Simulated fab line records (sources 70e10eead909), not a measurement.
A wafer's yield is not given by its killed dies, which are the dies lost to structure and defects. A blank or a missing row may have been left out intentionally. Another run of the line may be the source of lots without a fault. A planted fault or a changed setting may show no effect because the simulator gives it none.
fab line records -- flow nandHarc
record lots=6, wafers=18, lastDay=32
route steps=1302 shown A_STAIRCASE@658
lots that met no fault: taken from a fault-free run of the same line
startH: hours from the record's opening day to when the first of the lot's shown wafers began -- waitH: hours elapsed since this lot's preceding step -- " the same as in the row above -- L1.1+2: a row that stands for several wafers -- - no value present, or no start provided -- * or withheld: withheld -- < > ~ a bound
route shown NAME@n: a module of which the file shows steps, and the number in the route of the first -- usual: mean/standard deviation of fault-free wafers -- same: alike in all rows -- chamber/n: place in a boat -- sites: the reading at each site -- _std_site: the values' standard deviation -- _edge_site: inner sites' mean taken away from outer sites' mean -- radiusMm: for every site, how far away it sits from the centre of the wafer -- mask NAME#n: copy n -- behind: the tool/chamber that last shaped the wafer -- hold: cause of the lot's hold/its duration in hours/its outcome -- device: which transistor (n, p or np) failed to switch -- end of line: tests run on the same wafers once the route is complete -- a step with no rows: only its recipe -- killed: count of dies lost to structure and defects at first sort (not the wafer's yield) -- map: per-die view of a wafer (x killed, . not killed, _ where there is no die)
set.NAME: the setting as run; set.NAME@STEP: as run at that earlier step -- model.NAME: the simulator's own value behind a step, which no gauge read
lots at some steps of the route; a table a step, a row a wafer
services: the hour from which a tool's chamber was out of use, counted from the record's first day as startH (under 0 if before that day), plus the number of hours and why
## steps
# step NHARC_A_STAIRCASE_HMDS_02
# recipe timeS=30
# step NHARC_A_STAIRCASE_COAT_03
# recipe spinRpm=1200
# step NHARC_A_STAIRCASE_SOFTBAKE_04
# recipe tempC=135, timeS=170
# step NHARC_A_STAIRCASE_EBR_05
# step NHARC_A_STAIRCASE_EXPOSE_06
# recipe na=0.5, doseMj=25.43, maskId=STAIR
# step NHARC_A_STAIRCASE_PEB_07
# recipe pebTempC=115, pebTimeS=130
# step NHARC_A_STAIRCASE_DEVELOP_08
# recipe timeS=140
# step NHARC_A_STAIRCASE_HARDBAKE_10
# recipe tempC=120, timeS=140
# step NHARC_A_STAIRCASE_DESCUM_11
# recipe timeS=3, o2FlowSccm=200, arFlowSccm=0, biasPowerW=0, chemistry=O2
# usual drypumpMotorCurrentA=5.7/0.65, oesProductAu=1.000/0.011, rfVppV=57.7/0.86, showerheadPlenumPTorr=1.90/0.064, throttleValvePct=11.311/0.0083
lot.wafer,tool,chamber,startH,waitH,drypumpMotorCurrentA,oesProductAu,rfHoursCounterH,rfVppV,showerheadPlenumPTorr,throttleValvePct
L251.2,rieDiel-11,1,388.28,-,6.3,1.014,39,58.2,1.86,11.314
L251.6,rieDiel-11,0,388.28,-,5.1,1.006,-,57.2,1.89,11.327
L251.5,rieDiel-11,1,388.28,-,6.3,1.005,-,57.7,1.86,11.317
L256.3,rieDiel-13,1,432.95,-,4.9,0.998,27,58.1,1.94,11.312
L256.4,rieDiel-13,0,432.95,-,5.6,0.997,25,56.8,1.90,11.320
L256.6,rieDiel-13,2,432.95,-,6.3,1.016,-,57.5,1.94,11.298
L260.3,rieDiel-13,1,467.12,-,5.0,0.989,39,58.5,1.93,11.319
L260.6,rieDiel-13,1,467.12,-,5.0,0.985,-,60.2,1.93,11.304
L260.5,rieDiel-13,3,467.12,-,5.3,1.010,-,58.6,1.97,11.307
L262.1,rieDiel-09,0,490.78,-,5.2,1.012,54,58.5,1.87,11.309
L262.2,rieDiel-09,1,490.78,-,6.5,1.012,53,58.9,2.02,11.310
L262.4,rieDiel-09,2,490.78,-,6.5,0.995,-,57.7,1.84,11.297
L266.3,rieDiel-11,3,528.24,-,4.8,0.981,24,56.5,1.78,11.305
L266.1,rieDiel-11,0,528.24,-,5.1,0.988,31,57.1,1.88,11.319
L266.5,rieDiel-11,3,528.24,-,4.8,0.982,-,58.0,1.78,11.303
L267.2,rieDiel-11,2,549.45,-,6.5,1.008,36,56.3,1.90,11.299
L267.4,rieDiel-11,3,549.45,-,4.8,0.981,29,56.6,1.78,11.309
L267.1,rieDiel-11,0,549.45,-,5.1,0.987,39,58.5,1.88,11.304
# step NHARC_A_STAIRCASE_TRIM_12
# recipe timeS=211.2, o2FlowSccm=500, arFlowSccm=0, biasW=0, chemistry=O2
# usual drypumpMotorCurrentA=5.7/0.65, oesProductAu=1.000/0.012, rfVppV=57.7/0.84, runLengthS=232.5/0.52, showerheadPlenumPTorr=3.50/0.11, throttleValvePct=17.037/0.0081
lot.wafer,tool,chamber,startH,waitH,drypumpMotorCurrentA,oesProductAu,rfHoursCounterH,rfVppV,runLengthS,showerheadPlenumPTorr,throttleValvePct
L251.2,rieDiel-11,3,388.40,0.1,4.8,1.004,39,57.6,231.9,3.31,17.046
L251.5,rieDiel-11,0,388.40,0.1,5.1,0.981,-,57.6,231.9,3.49,17.052
L251.6,rieDiel-11,1,388.40,0.1,6.3,1.009,-,56.8,232.5,3.43,17.025
L256.3,rieDiel-13,2,433.07,0.1,6.4,1.001,26,58.1,231.9,3.57,17.044
L256.4,rieDiel-13,3,433.07,0.1,5.3,1.008,24,56.1,232.7,3.64,17.041
L256.6,rieDiel-13,0,433.07,0.1,5.6,0.994,-,57.8,233.6,3.50,17.032
L260.3,rieDiel-13,0,467.25,0.1,5.6,0.982,36,57.1,233.5,3.49,17.028
L260.6,rieDiel-13,1,467.25,0.1,5.0,0.986,-,57.3,233.1,3.56,17.040
L260.5,rieDiel-13,0,467.25,0.1,5.6,0.989,-,58.0,233.4,3.49,17.019
L262.2,rieDiel-09,1,490.88,0.1,6.5,1.003,53,58.1,231.9,3.72,17.028
L262.1,rieDiel-09,0,490.88,0.1,5.2,1.013,54,56.9,232.5,3.45,17.034
L262.4,rieDiel-09,1,490.88,0.1,6.5,1.001,-,57.8,231.8,3.72,17.027
L266.3,rieDiel-11,1,528.33,0.1,6.2,0.986,27,56.2,232.6,3.41,17.039
L266.1,rieDiel-11,2,528.33,0.1,6.5,1.009,31,58.0,232.8,3.51,17.034
L266.5,rieDiel-11,1,528.33,0.1,6.2,0.980,-,58.2,232.4,3.41,17.048
L267.1,rieDiel-11,3,549.52,0.1,4.8,0.979,29,56.7,231.9,3.29,17.046
L267.4,rieDiel-11,0,549.52,0.1,5.1,0.991,39,57.3,232.6,3.47,17.034
L267.2,rieDiel-11,1,549.52,0.1,6.4,0.999,34,58.7,232.3,3.41,17.032
# step NHARC_A_STAIRCASE_ETCH_13
# recipe targetDepthA=1000, timeS=40.5, ionEnergyEv=400, c4f8FlowSccm=20, o2FlowSccm=10, arFlowSccm=withheld, rfW=600, biasW=1000, chemistry=C4F8/O2
# usual oesProductAu=0.940/0.015, rfVppV=895/4.2
lot.wafer,tool,chamber,startH,waitH,oesProductAu,rfHoursCounterH,rfVppV
L251.2,rieDiel-11,3,-,-,0.918,39,887
L251.6,rieDiel-11,3,-,-,0.928,-,887
L251.5,rieDiel-11,0,-,-,0.917,-,896
L256.4,rieDiel-13,2,-,-,0.947,26,897
L256.3,rieDiel-13,1,-,-,0.924,28,897
L256.6,rieDiel-13,3,-,-,0.968,-,897
L260.3,rieDiel-13,3,-,-,0.939,34,898
L260.6,rieDiel-13,1,-,-,0.925,-,898
L260.5,rieDiel-13,3,-,-,0.949,-,900
L262.2,rieDiel-09,1,-,-,0.945,53,902
L262.1,rieDiel-09,2,-,-,0.928,47,889
L262.4,rieDiel-09,2,-,-,0.930,-,892
L266.3,rieDiel-11,2,-,-,0.946,31,895
L266.1,rieDiel-11,0,-,-,0.926,31,894
L266.5,rieDiel-11,2,-,-,0.950,-,895
L267.1,rieDiel-11,3,-,-,0.941,29,888
L267.4,rieDiel-11,0,-,-,0.943,39,892
L267.2,rieDiel-11,1,-,-,0.954,35,892
# step NHARC_A_STAIRCASE_TRIM_14
# recipe timeS=211.2, o2FlowSccm=500, arFlowSccm=0, biasW=0, chemistry=O2
# usual drypumpMotorCurrentA=5.7/0.65, oesProductAu=1.000/0.011, rfVppV=57.8/0.8, runLengthS=232.5/0.52, showerheadPlenumPTorr=3.50/0.11, throttleValvePct=17.037/0.0091
lot.wafer,tool,chamber,startH,waitH,drypumpMotorCurrentA,oesProductAu,rfHoursCounterH,rfVppV,runLengthS,showerheadPlenumPTorr,throttleValvePct
L251.2,rieDiel-11,0,388.60,-,5.1,0.993,38,58.7,231.8,3.49,17.037
L251.6,rieDiel-11,3,388.60,-,4.8,0.993,-,56.4,232.0,3.31,17.023
L251.5,rieDiel-11,0,388.60,-,5.1,0.988,-,57.4,232.0,3.49,17.026
L256.4,rieDiel-13,3,433.30,-,5.3,1.013,24,58.0,232.1,3.64,17.031
L256.3,rieDiel-13,0,433.30,-,5.6,0.998,25,58.8,233.2,3.50,17.057
L256.6,rieDiel-13,1,433.30,-,5.0,0.990,-,58.1,232.9,3.57,17.032
L260.3,rieDiel-13,3,467.52,-,5.3,1.014,34,58.8,232.7,3.63,17.040
L260.6,rieDiel-13,0,467.52,-,5.6,0.988,-,58.2,233.5,3.49,17.043
L260.5,rieDiel-13,3,467.52,-,5.3,1.011,-,59.6,232.4,3.63,17.037
L262.1,rieDiel-09,1,491.30,-,6.5,1.003,53,57.6,231.9,3.72,17.043
L262.2,rieDiel-09,2,491.30,-,6.5,0.997,47,58.3,231.9,3.41,17.049
L262.4,rieDiel-09,1,491.30,-,6.5,0.999,-,58.2,232.5,3.72,17.040
L266.3,rieDiel-11,0,528.59,-,5.1,0.987,32,58.7,300.1,3.47,17.029
L266.1,rieDiel-11,3,528.59,-,4.8,0.970,24,56.4,232.1,3.29,17.035
L266.5,rieDiel-11,0,528.59,-,5.1,0.992,-,57.4,299.7,3.47,17.040
L267.2,rieDiel-11,1,549.75,-,6.3,0.991,35,55.8,232.3,3.41,17.059
L267.1,rieDiel-11,2,549.75,-,6.5,1.002,36,57.8,232.7,3.51,17.056
L267.4,rieDiel-11,0,549.75,-,5.2,0.992,39,59.2,300.0,3.47,17.027
# step NHARC_A_STAIRCASE_ETCH_15
# recipe targetDepthA=1000, timeS=40.5, ionEnergyEv=400, c4f8FlowSccm=20, o2FlowSccm=10, arFlowSccm=withheld, rfW=600, biasW=1000, chemistry=C4F8/O2
# usual oesProductAu=0.942/0.012, rfVppV=895/4.3
lot.wafer,tool,chamber,startH,waitH,oesProductAu,rfHoursCounterH,rfVppV
L251.2,rieDiel-11,3,-,-,0.919,39,887
L251.5,rieDiel-11,0,-,-,0.936,-,896
L251.6,rieDiel-11,1,-,-,0.941,-,893
L256.4,rieDiel-13,0,-,-,0.950,26,895
L256.3,rieDiel-13,3,-,-,0.969,24,901
L256.6,rieDiel-13,1,-,-,0.943,-,898
L260.3,rieDiel-13,0,-,-,0.912,37,896
L260.6,rieDiel-13,3,-,-,0.948,-,900
L260.5,rieDiel-13,1,-,-,0.920,-,897
L262.1,rieDiel-09,0,-,-,0.954,55,893
L262.2,rieDiel-09,2,-,-,0.940,47,893
L262.4,rieDiel-09,1,-,-,0.939,-,903
L266.3,rieDiel-11,0,-,-,0.927,32,895
L266.1,rieDiel-11,1,-,-,0.936,28,893
L266.5,rieDiel-11,3,-,-,0.916,-,888
L267.4,rieDiel-11,0,-,-,0.947,39,894
L267.2,rieDiel-11,2,-,-,0.941,37,894
L267.1,rieDiel-11,3,-,-,0.937,29,887
## services
tool,chamber,startH,hours,kind
rieDiel-11,0,388.02,-,clean
rieDiel-11,1,388.02,-,clean
rieDiel-11,2,388.02,-,clean
rieDiel-11,3,388.02,-,clean
rieDiel-09,2,392.13,13.0,repair
rieDiel-11,0,412.52,-,clean
rieDiel-11,1,412.52,-,clean
rieDiel-11,2,412.52,-,clean
rieDiel-11,3,412.52,-,clean
rieDiel-11,-,433.52,9.0,pm
rieDiel-11,0,433.52,9.0,ventCycle
rieDiel-11,1,433.52,9.0,ventCycle
rieDiel-11,2,433.52,9.0,ventCycle
rieDiel-11,3,433.52,9.0,ventCycle
rieDiel-11,0,442.52,-,clean
rieDiel-11,1,442.52,-,clean
rieDiel-11,2,442.52,-,clean
rieDiel-11,3,442.52,-,clean
rieDiel-13,2,458.66,13.8,repair
rieDiel-09,3,489.26,9.1,repair
rieDiel-09,-,497.16,9.0,pm
rieDiel-11,1,505.11,6.3,repair
rieDiel-11,3,508.59,2.6,repair
rieDiel-13,-,520.04,9.0,pm
## key
firstSign step=NHARC_A_STAIRCASE_TRIM_14, reading=runLengthS, direction=up, sigmas=99+, usual=*, struck=*
effect none on later readings
metAt NHARC_A_STAIRCASE_TRIM_14
struckWafers L266.3,L266.5,L267.4
laterRowsLeftOut L266.3,L266.5,L267.4
sortLeftOut L266.3,L266.5,L267.4
testerLeftOut L266,L267
onsetBetween 388.60 528.59
fault kind=processParameterDrift, tool=rieDiel-11, chamber=0, onsetH=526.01, steps=NHARC_A_STAIRCASE_TRIM_14, channel=timeS, offset=*, shape=step, endH=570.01, actsIn=*, stated=*
# testerLeftOut: of these lots the tester's yield and bins aren't shown, on N5 and GAA mostly nor the transistor test; their killed dies are dies lost to structure and defects alone, not to doping, threshold or leakage, so they don't give the yield
# sortLeftOut: the simulated sort isn't trusted on such a fault, so these wafers' sort isn't shown, and their yield isn't known
# laterRowsLeftOut: the simulator's readings of these wafers behind a module that went badly wrong aren't trusted and aren't shown, but for the sort
